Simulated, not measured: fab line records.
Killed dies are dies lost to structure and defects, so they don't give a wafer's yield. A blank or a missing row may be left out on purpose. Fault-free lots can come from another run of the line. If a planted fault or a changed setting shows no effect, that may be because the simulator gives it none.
fab line records	flow n5-finfet
record: lots: 7	wafers: 21
route steps=1938 shown BEOL_M0@720 BEOL_M1@768 BEOL_M2@847 BEOL_M5@1140 BEOL_M7@1267
start-h: hours from the record's opening day to when the first of the lot's shown wafers began	wait-h: hours since the lot's step before	" the same as in the row above	L1.1+2: a row that stands for several wafers	- no value, or no start was given	* or withheld: withheld	< > ~ a bound
route shown NAME@n: NAME is a module with steps in the file, n the number in the route of the first one	usual: the fault-free wafers' mean and standard deviation	same: alike in all rows	chamber/n: place in a boat	sites: each site's reading	_std_site: standard deviation across them	_edge_site: the outer-site mean with the inner-site mean subtracted	radius-mm: how far each site lies from the wafer's centre	mask NAME#n: copy n	behind: the most recent tool/chamber to have shaped the wafer	hold: cause of the lot's hold/its duration in hours/its outcome	device: which transistor (n, p or np) failed to switch	end of line: at the end of the route, the tests of the same wafers	step lacking rows: just its recipe	killed: at the first sort, the dies lost to defects and structure; wafer yield is something else	map: dies across one wafer; x = killed, . = not, _ = none there
set.NAME: the run value of the setting; set.NAME@STEP: its run value at that earlier step	model.NAME: the simulator's own value behind a step, which no gauge read
one table per step and one row per wafer, for lots whose settings were changed on purpose
== steps ==
step: N5_BEOL_M0_ETCH_128
recipe: chemistry: CF4/N2	target-depth-a: 120	overetch-a: 51	target: SiCN	time-s: 21.4	ion-energy-ev: 150	pressure-mtorr: 40	source-w: 430	bias-w: 70	Ar_flow_sccm: 100	cf4-flow-sccm: 60	n2-flow-sccm: 60
usual: rf-vpp-V: 381.8/2.1
lot.wafer	tool	chamber	start-h	wait-h	set.source-w	rf-vpp-V
L075.2	rie-diel-05	1	121.46	0.0	396.9	394.5
L075.3	"	0	"	"	430	380.1
L075.6	"	1	"	"	430	383.2
L079.1	rie-diel-05	2	145.70	0.0	430	384.2
L079.2	"	0	"	"	467.4	369.4
L079.5	"	1	"	"	430	381.5
L085.1	rie-diel-04	2	181.76	0.0	430	383.8
L085.4	"	3	"	"	430	379.1
L085.5	"	2	"	"	430	384.0
L087.2	rie-diel-05	1	195.05	0.0	430	383.0
L087.5	"	0	"	"	430	380.1
L087.6	"	3	"	"	430	378.9
L088.2	rie-diel-04	0	197.64	0.1	392.8	394.0
L088.4	"	0	"	"	392.8	393.8
L088.5	"	1	"	"	430	379.3
L092.1	rie-diel-04	2	223.24	0.0	430	384.5
L092.2	"	3	"	"	362	403.9
L092.5	"	2	"	"	430	383.4
L097.2	rie-diel-05	2	261.64	0.9	430	383.8
L097.3	"	1	"	"	497.4	363.5
L097.4	"	1	"	"	430	381.4
step: N5_BEOL_M1_ETCH_74
recipe: chemistry: N2/H2	target: underlayer	target-depth-a: 65	mask-material: CAR-EUV	time-s: 5.2	ion-energy-ev: 200	pressure-mtorr: 30	source-w: 840	bias-w: 150	n2-flow-sccm: 200	h2-flow-sccm: 200	ends: cleared
usual: rf-vpp-V: 523.8/2.9
lot.wafer	tool	chamber	start-h	wait-h	set.bias-w	rf-vpp-V
L075.2	rie-diel-02	1	128.54	0.0	150	528.6
L075.3	"	3	"	"	150	519.2
L075.6	"	3	"	"	160.7	544.1
L079.1	rie-diel-03	2	150.51	0.0	174.1	577.6
L079.2	"	1	"	"	174.1	577.4
L079.5	"	3	"	"	150	524.3
L085.1	rie-diel-02	0	188.66	0.0	160.2	544.3
L085.4	"	3	"	"	160.2	540.5
L085.5	"	3	"	"	150	523.7
L087.2	rie-diel-02	1	202.37	0.0	150	529.0
L087.5	"	0	"	"	150	521.3
L087.6	"	1	"	"	150	527.7
L088.2	rie-diel-03	2	202.63	0.0	150	525.2
L088.4	"	0	"	"	129.1	478.9
L088.5	"	2	"	"	129.1	478.1
L092.1	rie-diel-06	1	227.72	0.0	176.9	581.8
L092.2	"	2	"	"	176.9	574.1
L092.5	"	3	"	"	150	524.9
L097.2	rie-diel-02	1	268.52	0.0	150	527.2
L097.3	"	3	"	"	150	516.8
L097.4	"	2	"	"	150	522.9
step: N5_BEOL_M1_ETCH_64
recipe: chemistry: N2/H2	target: SOC	target-depth-a: 750	overetch-a: 150	mask-material: SiARC	temp-c: 40	time-s: 112.5	ion-energy-ev: 200	pressure-mtorr: 30	source-w: 840	bias-w: 150	n2-flow-sccm: 200	h2-flow-sccm: 200
usual: rf-vpp-V: 523.9/2.6
lot.wafer	tool	chamber	start-h	wait-h	set.bias-w	rf-vpp-V
L075.2	rie-diel-02	1	128.59	0.0	150	528.6
L075.3	"	3	"	"	150	521.6
L075.6	"	3	"	"	150	520.2
L079.1	rie-diel-03	2	150.56	0.0	164.8	559.3
L079.2	"	1	"	"	164.8	557.2
L079.5	"	3	"	"	164.8	557.9
L085.1	rie-diel-02	0	188.70	0.0	150	523.3
L085.4	"	3	"	"	150	520.8
L085.5	"	3	"	"	150	519.5
L087.2	rie-diel-02	1	202.41	0.0	150	526.8
L087.5	"	0	"	"	150	523.6
L087.6	"	1	"	"	150	528.3
L088.2	rie-diel-03	2	202.67	0.0	160.1	548.3
L088.4	"	0	"	"	160.1	547.3
L088.5	"	2	"	"	150	526.5
L092.1	rie-diel-06	1	227.76	0.0	150	524.4
L092.2	"	2	"	"	141.2	499.8
L092.5	"	3	"	"	141.2	502.9
L097.2	rie-diel-02	1	268.57	0.0	150	527.4
L097.3	"	3	"	"	150	519.8
L097.4	"	2	"	"	150	523.8
step: N5_BEOL_M2_COAT_73
recipe: resist: underlayer	temp-c: 205	time-s: 60	spin-rpm: 1500	resist-thk-nm: 5
lot.wafer	tool	chamber	start-h	wait-h	set.spin-rpm
L075.2+3+6	litho-track-05	0	-	-	1398
L079.1+2	litho-track-05	0	-	-	1500
L079.5	"	0	"	"	1654
L085.1+4+5	litho-track-04	0	-	-	1343
L087.2+5+6	litho-track-03	0	-	-	1500
L088.2+5	litho-track-05	0	-	-	1439
L088.4	"	0	"	"	1500
L092.1	litho-track-03	0	-	-	1638
L092.2+5	"	0	"	"	1500
L097.2+4	litho-track-04	0	-	-	1500
L097.3	"	0	"	"	1417
step: N5_BEOL_M2_COAT_05
recipe: resist: CAR-EUV	spin-rpm: 1500	resist-thk-nm: 30
step: N5_BEOL_M2_EBR_07
recipe: solvent: PGMEA	ebr-width-mm: 1.5
step: N5_BEOL_M2_DESCUM_16
recipe: chemistry: O2	time-s: 7	source-power-w: 50	bias-power-w: 20	pressure-mtorr: 20	rf-frequency-hz: 2.712e+07	temp-c: 40	resist: CAR-EUV	o2-flow-sccm: 225
step: N5_BEOL_M2_ETCH_74
recipe: chemistry: N2/H2	target: underlayer	target-depth-a: 65	mask-material: CAR-EUV	time-s: 5.2	ion-energy-ev: 200	pressure-mtorr: 30	source-w: 840	bias-w: 150	n2-flow-sccm: 200	h2-flow-sccm: 200	ends: cleared
lot.wafer	tool	chamber	start-h	wait-h	set.spin-rpm@BEOL_M2_COAT_73	model.etch.depth-nm
L075.2	rie-diel-01	3	149.19	0.0	1398	5.205
L075.3	"	1	"	"	1398	5.203
L075.6	"	1	"	"	1398	5.182
L079.1	rie-diel-01	0	160.41	0.0	1500	5.029
L079.2	"	2	"	"	1500	5.027
L079.5	"	0	"	"	1654	4.787
L085.1	rie-diel-04	0	199.67	0.0	1343	5.283
L085.4	"	3	"	"	1343	5.288
L085.5	"	0	"	"	1343	5.287
L087.2	rie-diel-01	1	214.36	0.0	1500	5.014
L087.5	"	2	"	"	1500	5.009
L087.6	"	1	"	"	1500	5.018
L088.2	rie-diel-05	0	214.56	0.0	1439	5.112
L088.4	"	2	"	"	1500	5.003
L088.5	"	0	"	"	1439	5.137
L092.1	rie-diel-01	2	256.33	0.0	1638	4.786
L092.2	"	3	"	"	1500	5.011
L092.5	"	2	"	"	1500	5.021
L097.2	rie-diel-01	3	294.08	0.0	1500	5.003
L097.3	"	0	"	"	1417	5.148
L097.4	"	2	"	"	1500	4.99
step: N5_BEOL_M5_COAT_66
recipe: resist: SiARC	temp-c: 220	time-s: 60	spin-rpm: 1500	resist-thk-nm: 12
lot.wafer	tool	chamber	start-h	wait-h	set.spin-rpm	model.SiARC_of_BEOL_M5_COAT_66.thk-nm
L075.2+3	litho-track-01	0	-	-	1500	12
L075.6	"	0	"	"	1392	12.4
L079.1	litho-track-05	0	-	-	1433	12.4
L079.2	"	0	"	"	1500	12
L079.5	"	0	"	"	1433	12.2
L085.1+4	litho-track-03	0	-	-	1405	12.4
L085.5	"	0	"	"	1500	12
L088.2+4	litho-track-05	0	-	-	1500	12
L088.5	"	0	"	"	1563	11.8
L087.2+5+6	litho-track-03	0	-	-	1500	12
L092.1	litho-track-01	0	-	-	1500	12
L092.2+5	"	0	"	"	1563	11.6
L097.2	litho-track-03	0	-	-	1500	12
L097.3+4	"	0	"	"	1562	11.8
step: N5_BEOL_M5_EXPOSE_25
recipe: mask-id: V4	na: 0.33	source-shape: quasar	sigma-inner: 0.2	sigma-outer: 0.6	polarization: unpolarized	defocus-nm: 10	dose-mj: 52.75
lot.wafer	tool	chamber	start-h	wait-h	mask	set.dose-mj
L075.2+3	euv-scanner-02	0	226.00	-	V4#0	52.75
L075.6	"	0	"	"	V4#0	49.89
L079.1+2+5	euv-scanner-01	0	244.91	-	V4#0	52.75
L085.1+4+5	euv-scanner-02	0	281.98	-	V4#0	52.75
L088.2+4+5	euv-scanner-01	0	288.23	-	V4#0	52.75
L087.2+5+6	euv-scanner-02	0	294.91	-	V4#0	52.75
L092.1+2+5	euv-scanner-01	0	330.36	-	V4#0	54.15
L097.2+3	euv-scanner-01	0	353.99	-	V4#0	52.75
L097.4	"	0	"	"	V4#0	49.69
step: N5_BEOL_M5_PEB_26
recipe: peb-temp-c: 100	peb-time-s: 60	resist: CAR-EUV
step: N5_BEOL_M5_DEVELOP_27
recipe: develop-time-s: 30	developer: TMAH	resist: CAR-EUV	rinse-liquid: surfactant-rinse	dry: air-spin	dev-temp-c: 23
step: N5_BEOL_M5_CD_MEAS_28
recipe: target-cd-nm: 30.6	landing-energy-ev: 500	detector: se-inlens	target-cd-y-nm: 20	polarity: opening
usual: cd-nm: 30.49/0.29
lot.wafer	tool	chamber	start-h	wait-h	set.dose-mj@BEOL_M5_EXPOSE_25	cd-nm
L075.2	cd-sem-01	0	226.14	-	52.75	30.68
L075.3	"	0	"	"	52.75	30.81
L075.6	"	0	"	"	49.89	29.43
L079.1	cd-sem-03	0	245.05	-	52.75	30.98
L079.2	"	0	"	"	52.75	30.50
L079.5	"	0	"	"	52.75	30.61
L085.1	cd-sem-02	0	282.12	-	52.75	30.16
L085.4	"	0	"	"	52.75	30.79
L085.5	"	0	"	"	52.75	30.18
L088.2	cd-sem-02	0	288.36	-	52.75	30.68
L088.4	"	0	"	"	52.75	30.59
L088.5	"	0	"	"	52.75	30.36
L087.2	cd-sem-02	0	295.04	-	52.75	30.75
L087.5	"	0	"	"	52.75	30.50
L087.6	"	0	"	"	52.75	30.36
L092.1	cd-sem-03	0	330.50	-	54.15	31.54
L092.2	"	0	"	"	54.15	30.71
L092.5	"	0	"	"	54.15	30.89
L097.2	cd-sem-03	0	354.13	-	52.75	30.80
L097.3	"	0	"	"	52.75	30.77
L097.4	"	0	"	"	49.69	28.97
step: N5_BEOL_M5_DESCUM_33
recipe: chemistry: O2	time-s: 7	source-power-w: 50	bias-power-w: 20	pressure-mtorr: 20	rf-frequency-hz: 2.712e+07	temp-c: 40	resist: CAR-EUV	o2-flow-sccm: 225
step: N5_BEOL_M5_ETCH_75
recipe: chemistry: N2/H2	target: underlayer	target-depth-a: 65	mask-material: CAR-EUV	time-s: 5.2	ion-energy-ev: 200	pressure-mtorr: 30	source-w: 840	bias-w: 150	n2-flow-sccm: 200	h2-flow-sccm: 200	ends: cleared
lot.wafer	tool	chamber	start-h	wait-h	set.dose-mj@BEOL_M5_EXPOSE_25	model.BEOL_M5.cd-nm
L075.2+3	rie-diel-03	1,3	226.45	0.0	52.75	28.4
L075.6	"	3	"	"	49.89	26.6
L079.1+5	rie-diel-03	2,3	245.49	0.0	52.75	27.8
L079.2	"	1	"	"	52.75	28
L085.1	rie-diel-06	0	282.28	0.0	52.75	27.6
L085.4	"	3	"	"	52.75	28
L085.5	"	3	"	"	52.75	28.4
L088.2	rie-diel-03	1	289.11	0.0	52.75	27.6
L088.4	"	0	"	"	52.75	27.8
L088.5	"	3	"	"	52.75	27.4
L087.2	rie-diel-02	3	295.46	0.0	52.75	28
L087.5	"	0	"	"	52.75	27.4
L087.6	"	1	"	"	52.75	27
L092.1	rie-diel-06	3	330.67	0.0	54.15	28.6
L092.2	"	2	"	"	54.15	28
L092.5	"	1	"	"	54.15	27.8
L097.2	rie-diel-06	3	354.32	0.0	52.75	28.4
L097.3	"	1	"	"	52.75	27.8
L097.4	"	1	"	"	49.69	25.8
step: N5_BEOL_M5_ETCH_67
recipe: chemistry: CF4	target: SiARC	target-depth-a: 156	mask-material: CAR-EUV	time-s: 26	ion-energy-ev: 80	pressure-mtorr: 40	source-w: 545	bias-w: 36	Ar_flow_sccm: 100	cf4-flow-sccm: 100	ends: cleared
lot.wafer	tool	chamber	start-h	wait-h	set.spin-rpm@BEOL_M5_COAT_66	model.CAR-EUV_of_BEOL_M5_COAT_22.thk-nm	model.etch.depth-nm
L075.2	rie-diel-03	1	226.46	0.0	1500	11.2	12.01
L075.3	"	3	"	"	1500	11.2	12.02
L075.6	"	3	"	"	1392	10.6	12.47
L079.1	rie-diel-03	2	245.50	0.0	1433	10.8	12.3
L079.2	"	1	"	"	1500	11.2	12.02
L079.5	"	3	"	"	1433	11	12.27
L085.1	rie-diel-06	0	282.29	0.0	1405	10.8	12.43
L085.4	"	3	"	"	1405	10.8	12.45
L085.5	"	3	"	"	1500	11.2	12.01
L088.2	rie-diel-03	1	289.13	0.0	1500	11	11.99
L088.4	"	0	"	"	1500	11.2	12.02
L088.5	"	3	"	"	1563	11.4	11.74
L087.2	rie-diel-02	3	295.48	0.0	1500	11.2	11.98
L087.5	"	0	"	"	1500	11.2	12.05
L087.6	"	1	"	"	1500	11.2	12.03
L092.1	rie-diel-06	3	330.69	0.0	1500	11.2	11.93
L092.2+5	"	2,1	"	"	1563	11.4	11.69
L097.2	rie-diel-06	3	354.34	0.0	1500	11.4	12.04
L097.3	"	1	"	"	1562	11.4	11.79
L097.4	"	1	"	"	1562	11.6	11.78
step: N5_BEOL_M7_HM_DEP_02
recipe: material: TiN	target-thk-a: 200	temp-c: 25	chamber-pressure-pa: 0.49996
lot.wafer	tool	chamber	start-h	wait-h	set.target-thk-a	model.TiN_of_BEOL_M7_HM_DEP_02.thk-nm
L075.2+3	pvd-sputter-03	-	247.20	0.5	200	19.8
L075.6	"	-	"	"	200	20
L079.1	pvd-sputter-02	-	261.06	0.8	200	19.8
L079.2	"	-	"	"	200	20.2
L079.5	"	-	"	"	200	20
L085.1+5	pvd-sputter-02	-	299.76	0.7	200	19.8
L085.4	"	-	"	"	190.3	19.2
L088.2	pvd-sputter-03	-	306.30	1.7	200	19.8
L088.4+5	"	-	"	"	177.7	17.8
L087.2+6	pvd-sputter-01	-	317.40	1.3	200	20.2
L087.5	"	-	"	"	200	20.4
L092.1	pvd-sputter-01	-	345.40	0.8	212	21.6
L092.2	"	-	"	"	212	21.2
L092.5	"	-	"	"	200	20
L097.2	pvd-sputter-03	-	372.24	0.8	200	20
L097.3	"	-	"	"	200	19.8
L097.4	"	-	"	"	190.3	18.6
== key ==
split: step: N5_BEOL_M0_ETCH_128	setting: source-w	stated: 430	by: wafer
response: step: N5_BEOL_M0_ETCH_128	reading: rf-vpp-V	change: -1.36	per: 1%	r: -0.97
split: step: N5_BEOL_M1_ETCH_74	setting: bias-w	stated: 150	by: wafer
response: step: N5_BEOL_M1_ETCH_74	reading: rf-vpp-V	change: +3.13	per: 1%	r: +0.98
split: step: N5_BEOL_M1_ETCH_64	setting: bias-w	stated: 150	by: wafer
response: step: N5_BEOL_M1_ETCH_64	reading: rf-vpp-V	change: +3.5	per: 1%	r: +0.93
split: step: N5_BEOL_M2_COAT_73	setting: spin-rpm	stated: 1500	by: wafer
response: step: N5_BEOL_M2_ETCH_74	reading: model.etch.depth-nm	change: -0.025	per: 1%	r: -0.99
split: step: N5_BEOL_M5_COAT_66	setting: spin-rpm	stated: 1500	by: wafer
response: step: N5_BEOL_M5_COAT_66	reading: model.SiARC_of_BEOL_M5_COAT_66.thk-nm	change: -0.0615	per: 1%	r: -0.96
response: step: N5_BEOL_M5_ETCH_67	reading: model.CAR-EUV_of_BEOL_M5_COAT_22.thk-nm	change: +0.0652	per: 1%	r: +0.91
response: step: N5_BEOL_M5_ETCH_67	reading: model.etch.depth-nm	change: -0.0634	per: 1%	r: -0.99
split: step: N5_BEOL_M5_EXPOSE_25	setting: dose-mj	stated: 52.75	by: wafer
response: step: N5_BEOL_M5_CD_MEAS_28	reading: cd-nm	change: +0.28	per: 1%	r: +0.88
response: step: N5_BEOL_M5_ETCH_75	reading: model.BEOL_M5.cd-nm	change: +0.366	per: 1%	r: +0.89
split: step: N5_BEOL_M7_HM_DEP_02	setting: target-thk-a	stated: 200	by: wafer
response: step: N5_BEOL_M7_HM_DEP_02	reading: model.TiN_of_BEOL_M7_HM_DEP_02.thk-nm	change: +0.192	per: 1%	r: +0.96
